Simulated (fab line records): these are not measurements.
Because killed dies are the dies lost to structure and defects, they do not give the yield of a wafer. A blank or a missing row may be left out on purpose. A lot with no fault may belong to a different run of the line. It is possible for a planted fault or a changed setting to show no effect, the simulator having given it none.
fab line records | flow nand-harc
record: lots: 6 wafers: 18 last-day: 24
route steps=1159 shown A_ONON_D1@426 END@1159
lots that met no fault: taken from a fault-free run of the same line
start-h: start of the lot's first displayed wafer, in hours after the record's first day | wait-h: hours since the lot's step before | " unchanged from the row above | L1.1+2: a row that stands for several wafers | - no value present, or no start provided | * or withheld: withheld | < > ~ a bound
route shown NAME@n: NAME is a module with steps in the file, n the number in the route of the first one | usual: mean/standard deviation taken from wafers without a fault | same: alike in all rows | chamber/n: place in a boat | sites: the reading at each site | _std_site: the values' standard deviation | _edge_site: the outer-site mean with the inner-site mean subtracted | radius-mm: how far each site lies from the wafer's centre | mask NAME#n: copy n | behind: the last tool/chamber to shape the wafer | hold: why the lot went on hold/how many hours it stayed there/how the hold came to an end | device: whichever transistor did not switch (one of n, p or np) | end of line: tests of these same wafers at the route's end | a step without rows: its recipe alone | killed: the dies lost at the first sort to structure and to defects; this is not the yield of the wafer | map: dies across one wafer; x = killed, . = not, _ = none there
set.NAME: the run value of the setting; set.NAME@STEP: its run value at that earlier step | model.NAME: the simulator's own value behind a step, which no gauge read
lots at selected steps of the route; one table per step, one row per wafer
services: from which hour (start-h, from the record's first day; less than 0 if before it) a tool's chamber was out of use, for how many hours, and why
== steps ==
step: NHARC_A_ONON_D1_DEP_03
recipe: target-thk-a: 10000 n2-flow-sccm: 2750 n2o-flow-sccm: 2000 nh3-flow-sccm: 500 sih4-flow-sccm: 210 temp-c: 400
step: NHARC_A_ONON_D1_THK_MEAS_05
recipe: thk-meas-gauge: ellipsometry
usual: thk-nm: 1005/11
columns lot.wafer tool chamber start-h wait-h thk-nm
L791.3 film-metro-01 - 170.16 - 999
L791.4 " - " " 1002
L791.6 " - " " 999
L800.3 film-metro-02 - 235.31 - 1018
L800.5 " - " " 1016
L800.6 " - " " 1019
L802.1 film-metro-02 - 243.70 - 1010
L802.2 " - " " 1010
L802.4 " - " " 1010
L806.1 film-metro-01 - 260.65 - 1003
L806.5 " - " " 1002
L806.6 " - " " 1001
L808.1 film-metro-02 - 271.21 - 1006
L808.2 " - " " 1007
L808.6 " - " " 1005
L811.1 film-metro-01 - 281.21 - 1008
L811.5 " - " " 1009
L811.6 " - " " 1010
step: NHARC_A_ONON_D1_DEP_06
recipe: target-thk-a: 10000 n2-flow-sccm: 2750 n2o-flow-sccm: 2000 nh3-flow-sccm: 500 sih4-flow-sccm: 210 temp-c: 400
step: NHARC_A_ONON_D1_THK_MEAS_08
recipe: thk-meas-gauge: ellipsometry
usual: thk-nm: 1000/8.4
columns lot.wafer tool chamber start-h wait-h thk-nm
L791.3 film-metro-02 - 170.73 - 1006
L791.4 " - " " 1007
L791.6 " - " " 1007
L800.3 film-metro-01 - 235.88 - 988
L800.5 " - " " 989
L800.6 " - " " 990
L802.1 film-metro-02 - 244.28 - 1013
L802.2 " - " " 1012
L802.4 " - " " 1013
L806.1 film-metro-02 - 261.22 - 1013
L806.5 " - " " 1012
L806.6 " - " " 1012
L808.1 film-metro-01 - 271.78 - 1002
L808.2 " - " " 1003
L808.6 " - " " 1003
L811.1 film-metro-01 - 281.90 - 990
L811.5 " - " " 990
L811.6 " - " " 990
step: NHARC_A_ONON_D1_DEP_09
recipe: target-thk-a: 10000 n2-flow-sccm: 2750 n2o-flow-sccm: 2000 nh3-flow-sccm: 500 sih4-flow-sccm: 210 temp-c: 400
step: NHARC_A_ONON_D1_THK_MEAS_11
recipe: thk-meas-gauge: ellipsometry
usual: thk-nm: 997/11
columns lot.wafer tool chamber start-h wait-h thk-nm
L791.3 film-metro-01 - 171.40 - 1000
L791.4 " - " " 1001
L791.6 " - " " 1000
L800.3 film-metro-01 - 236.43 - 996
L800.5 " - " " 995
L800.6 " - " " 996
L802.1 film-metro-02 - 244.85 - 1011
L802.2 " - " " 1013
L802.4 " - " " 1011
L806.1 film-metro-01 - 261.79 - 997
L806.5 " - " " 997
L806.6 " - " " 996
L808.1 film-metro-02 - 272.35 - 993
L808.2 " - " " 992
L808.6 " - " " 994
L811.1 film-metro-02 - 282.48 - 974
L811.5 " - " " 975
L811.6 " - " " 975
step: NHARC_A_ONON_D1_DEP_12
recipe: target-thk-a: 10000 n2-flow-sccm: 2750 n2o-flow-sccm: 2000 nh3-flow-sccm: 500 sih4-flow-sccm: 210 temp-c: 400
step: NHARC_A_ONON_D1_THK_MEAS_14
recipe: thk-meas-gauge: ellipsometry
usual: thk-nm: 995/13
columns lot.wafer tool chamber start-h wait-h thk-nm
L791.3 film-metro-01 - 171.97 - 1001
L791.4 " - " " 1000
L791.6 " - " " 999
L800.3 film-metro-01 - 237.01 - 985
L800.5 " - " " 988
L800.6 " - " " 987
L802.1 film-metro-02 - 245.53 - 1011
L802.2 " - " " 1012
L802.4 " - " " 1013
L806.1 film-metro-02 - 262.35 - 982
L806.5 " - " " 983
L806.6 " - " " 983
L808.1 film-metro-01 - 272.91 - 1011
L808.2 " - " " 1010
L808.6 " - " " 1009
L811.1 film-metro-01 - 283.04 - 968
L811.5 " - " " 970
L811.6 " - " " 970
step: NHARC_A_ONON_D1_ANNEAL_15
recipe: temp-c: 750 time-s: 3600
step: NHARC_A_ONON_D1_DEP_16
recipe: target-thk-a: 10000 n2-flow-sccm: 2750 n2o-flow-sccm: 2000 nh3-flow-sccm: 500 sih4-flow-sccm: 210 temp-c: 400
step: NHARC_A_ONON_D1_THK_MEAS_18
recipe: thk-meas-gauge: ellipsometry
usual: thk-nm: 1000/11
columns lot.wafer tool chamber start-h wait-h thk-nm
L791.3 film-metro-01 - 179.77 - 1020
L791.4 " - " " 1019
L791.6 " - " " 1022
L800.3 film-metro-02 - 245.06 - 1006
L800.5 " - " " 1007
L800.6 " - " " 1005
L802.1 film-metro-01 - 252.63 - 988
L802.2 " - " " 990
L802.4 " - " " 989
L806.1 film-metro-02 - 272.13 - 999
L806.5 " - " " 1003
L806.6 " - " " 1001
L808.1 film-metro-02 - 280.85 - 1007
L808.2 " - " " 1007
L808.6 " - " " 1007
L811.1 film-metro-02 - 290.15 - 999
L811.5 " - " " 1000
L811.6 " - " " 1000
step: NHARC_A_ONON_D1_DEP_19
recipe: target-thk-a: 10000 n2-flow-sccm: 2750 n2o-flow-sccm: 2000 nh3-flow-sccm: 500 sih4-flow-sccm: 210 temp-c: 400
usual: nh3-flow-sccm: 499.9/1.5
columns lot.wafer tool chamber start-h wait-h nh3-flow-sccm
L791.3 pecvd-onon-03 0 180.07 0.3 499.2
L791.4 " 0 " " 500.7
L791.6 " 0 " " 500.1
L800.3 pecvd-onon-03 0 245.23 0.2 501.2
L800.5 " 0 " " 499.6
L800.6 " 0 " " 500.5
L802.1 pecvd-onon-03 0 252.69 0.1 500.8
L802.2 " 0 " " 501.1
L802.4 " 0 " " 501.5
L806.1 pecvd-onon-01 0 272.19 0.1 498.2
L806.5 " 0 " " 500.3
L806.6 " 0 " " 499.6
L808.1 pecvd-onon-02 0 281.05 0.2 499.1
L808.2 " 0 " " 501.0
L808.6 " 0 " " 502.8
L811.1 pecvd-onon-02 0 290.20 0.1 498.9
L811.5 " 0 " " 501.6
L811.6 " 0 " " 499.1
step: NHARC_A_ONON_D1_THK_MEAS_21
recipe: thk-meas-gauge: ellipsometry
usual: thk-nm: 1000/11
columns lot.wafer tool chamber start-h wait-h thk-nm
L791.3 film-metro-01 - 180.47 - 991
L791.4 " - " " 992
L791.6 " - " " 990
L800.3 film-metro-01 - 245.62 - 753
L800.5 " - " " 752
L800.6 " - " " 751
L802.1 film-metro-01 - 253.20 - 761
L802.2 " - " " 762
L802.4 " - " " 761
L806.1 film-metro-01 - 272.70 - 997
L806.5 " - " " 996
L806.6 " - " " 996
L808.1 film-metro-02 - 281.55 - 985
L808.2 " - " " 987
L808.6 " - " " 986
L811.1 film-metro-01 - 290.71 - 995
L811.5 " - " " 994
L811.6 " - " " 995
step: NHARC_A_ONON_D1_DEP_22
recipe: target-thk-a: 10000 n2-flow-sccm: 2750 n2o-flow-sccm: 2000 nh3-flow-sccm: 500 sih4-flow-sccm: 210 temp-c: 400
step: NHARC_END_SORT_01
recipe: temp-c: 25
usual: killed-at-array: 27/10 killed-at-other: 0.6/0.96 killed-at-periphery: 3.4/2.7 killed-dies: 31/10 killed-open: 2.9/1.8 killed-short: 1.8/1.4
same: gross-dies: 677
columns lot.wafer tool chamber start-h wait-h killed-at-array killed-at-other killed-at-periphery killed-dies killed-open killed-short
L802.1 prober-01 0 517.38 2.5 672 2 3 677 2 2
L802.2 prober-01 0 518.18 2.8 675 0 2 677 1 1
L802.4 prober-01 0 519.80 3.4 674 1 2 677 2 0
L800.3 prober-02 0 518.99 3.1 676 0 1 677 2 0
L800.5 prober-02 0 520.60 3.7 674 1 2 677 6 1
L800.6 prober-02 0 521.41 4.0 676 0 1 677 3 1
killed by level:class
L802.1 A_ONON_D1:area-dep=651 A_CONTACT:chamber-film-flake=10 A_CHANNEL_HOLE_D1:chamber-film-flake=7 A_SLIT:chamber-film-flake=2 P_GATE:geometric-particle:short=1 P_M1:geometric-particle:open=1 A_SOURCE_PLATE:geometric-particle:short=1 STARTING-WAFER:geometric-particle:open=1
L802.2 A_ONON_D1:area-dep=657 A_CONTACT:chamber-film-flake=10 A_CHANNEL_HOLE_D1:chamber-film-flake=4 P_M2:geometric-particle:open=1 A_ONON_D1:geometric-particle:short=1 P_STI:chamber-film-flake=1 A_ZERO_WELL:chamber-film-flake=1 A_STAIRCASE:chamber-film-flake=1
L800.3 A_ONON_D1:area-dep=638 A_SLIT:chamber-film-flake=18 A_CONTACT:chamber-film-flake=7 A_CHANNEL_HOLE_D1:chamber-film-flake=6 A_STAIRCASE:chamber-film-flake=4 P_GATE:geometric-particle:open=1 A_CONTACT:geometric-particle:open=1 A_ZERO_WELL:chamber-film-flake=1
L802.4 A_ONON_D1:area-dep=667 A_CONTACT:chamber-film-flake=5 A_CHANNEL_HOLE_D1:chamber-film-flake=2 P_GATE:geometric-particle:open=1 P_BONDPAD:geometric-particle:open=1 THIN_TSV:chamber-film-flake=1
L800.5 A_ONON_D1:area-dep=636 A_SLIT:chamber-film-flake=14 A_STAIRCASE:chamber-film-flake=7 A_CONTACT:chamber-film-flake=6 A_CHANNEL_HOLE_D1:chamber-film-flake=4 A_CONTACT:geometric-particle:open=2 P_CONTACT:geometric-particle:open=1 A_WL_FILL:geometric-particle:open=1
L800.6 A_ONON_D1:area-dep=635 A_SLIT:chamber-film-flake=18 A_STAIRCASE:chamber-film-flake=7 A_CHANNEL_HOLE_D1:chamber-film-flake=6 A_CONTACT:chamber-film-flake=6 P_M0:geometric-particle:short=1 A_SOURCE_PLATE:geometric-particle:open=1 A_CHANNEL_FILL_D1:geometric-particle:open=1
map L800.3 (x killed, . not)
____________x____________
_________xxxxxxx_________
_______xxxxxxxxxxx_______
______xxxxxxxxxxxxx______
_____xxxxxxxxxxxxxxx_____
____xxxxxxxxxxxxxxxxx____
____xxxxxxxxxxxxxxxxx____
___xxxxxxxxxxxxxxxxxxx___
___xxxxxxxxxxxxxxxxxxx___
__xxxxxxxxxxxxxxxxxxxxx__
__xxxxxxxxxxxxxxxxxxxxx__
_xxxxxxxxxxxxxxxxxxxxxxx_
_xxxxxxxxxxxxxxxxxxxxxxx_
_xxxxxxxxxxxxxxxxxxxxxxx_
_xxxxxxxxxxxxxxxxxxxxxxx_
_xxxxxxxxxxxxxxxxxxxxxxx_
xxxxxxxxxxxxxxxxxxxxxxxxx
xxxxxxxxxxxxxxxxxxxxxxxxx
xxxxxxxxxxxxxxxxxxxxxxxxx
xxxxxxxxxxxxxxxxxxxxxxxxx
xxxxxxxxxxxxxxxxxxxxxxxxx
_xxxxxxxxxxxxxxxxxxxxxxx_
_xxxxxxxxxxxxxxxxxxxxxxx_
_xxxxxxxxxxxxxxxxxxxxxxx_
_xxxxxxxxxxxxxxxxxxxxxxx_
_xxxxxxxxxxxxxxxxxxxxxxx_
__xxxxxxxxxxxxxxxxxxxxx__
__xxxxxxxxxxxxxxxxxxxxx__
___xxxxxxxxxxxxxxxxxxx___
___xxxxxxxxxxxxxxxxxxx___
____xxxxxxxxxxxxxxxxx____
____xxxxxxxxxxxxxxxxx____
_____xxxxxxxxxxxxxxx_____
______xxxxxxxxxxxxx______
_______xxxxxxxxxxx_______
_________xxxxxxx_________
____________x____________
map L802.1 (x killed, . not)
____________x____________
_________xxxxxxx_________
_______xxxxxxxxxxx_______
______xxxxxxxxxxxxx______
_____xxxxxxxxxxxxxxx_____
____xxxxxxxxxxxxxxxxx____
____xxxxxxxxxxxxxxxxx____
___xxxxxxxxxxxxxxxxxxx___
___xxxxxxxxxxxxxxxxxxx___
__xxxxxxxxxxxxxxxxxxxxx__
__xxxxxxxxxxxxxxxxxxxxx__
_xxxxxxxxxxxxxxxxxxxxxxx_
_xxxxxxxxxxxxxxxxxxxxxxx_
_xxxxxxxxxxxxxxxxxxxxxxx_
_xxxxxxxxxxxxxxxxxxxxxxx_
_xxxxxxxxxxxxxxxxxxxxxxx_
xxxxxxxxxxxxxxxxxxxxxxxxx
xxxxxxxxxxxxxxxxxxxxxxxxx
xxxxxxxxxxxxxxxxxxxxxxxxx
xxxxxxxxxxxxxxxxxxxxxxxxx
xxxxxxxxxxxxxxxxxxxxxxxxx
_xxxxxxxxxxxxxxxxxxxxxxx_
_xxxxxxxxxxxxxxxxxxxxxxx_
_xxxxxxxxxxxxxxxxxxxxxxx_
_xxxxxxxxxxxxxxxxxxxxxxx_
_xxxxxxxxxxxxxxxxxxxxxxx_
__xxxxxxxxxxxxxxxxxxxxx__
__xxxxxxxxxxxxxxxxxxxxx__
___xxxxxxxxxxxxxxxxxxx___
___xxxxxxxxxxxxxxxxxxx___
____xxxxxxxxxxxxxxxxx____
____xxxxxxxxxxxxxxxxx____
_____xxxxxxxxxxxxxxx_____
______xxxxxxxxxxxxx______
_______xxxxxxxxxxx_______
_________xxxxxxx_________
____________x____________
== services ==
columns tool chamber start-h hours kind
pecvd-onon-01 - 195.00 13.0 pm
== key ==
first-sign: step: NHARC_A_ONON_D1_THK_MEAS_21 reading: thk-nm direction: down sigmas: 23 usual: 1000 struck: 757
effect: step: NHARC_END_SORT_01 reading: killed-dies direction: up sigmas: 65 usual: 31 struck: 677
more-kills-born-at: NHARC_A_ONON_D1_DEP_19@pecvd-onon-03: 3884
met-at NHARC_A_ONON_D1_DEP_19
struck-wafers L800.3,L800.5,L800.6,L802.1,L802.2,L802.4
later-rows-left-out L800.3,L800.5,L800.6,L802.1,L802.2,L802.4
tester-left-out L800,L802
onset-between 180.07 245.23
fault: kind: process-parameter-drift tool: pecvd-onon-03 chamber: - onset-h: 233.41 steps: NHARC_A_ONON_D1_DEP_19 channel: target-thk-a offset: * shape: step end-h: 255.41 acts-in: * stated: *
tester-left-out: of these lots the tester's yield and bins aren't shown, on N5 and GAA mostly nor the transistor test; their killed dies are dies lost to structure and defects alone, not to doping, threshold or leakage, so they don't give the yield
later-rows-left-out: the simulator's readings of these wafers behind a module that went badly wrong aren't trusted and aren't shown, but for the sort
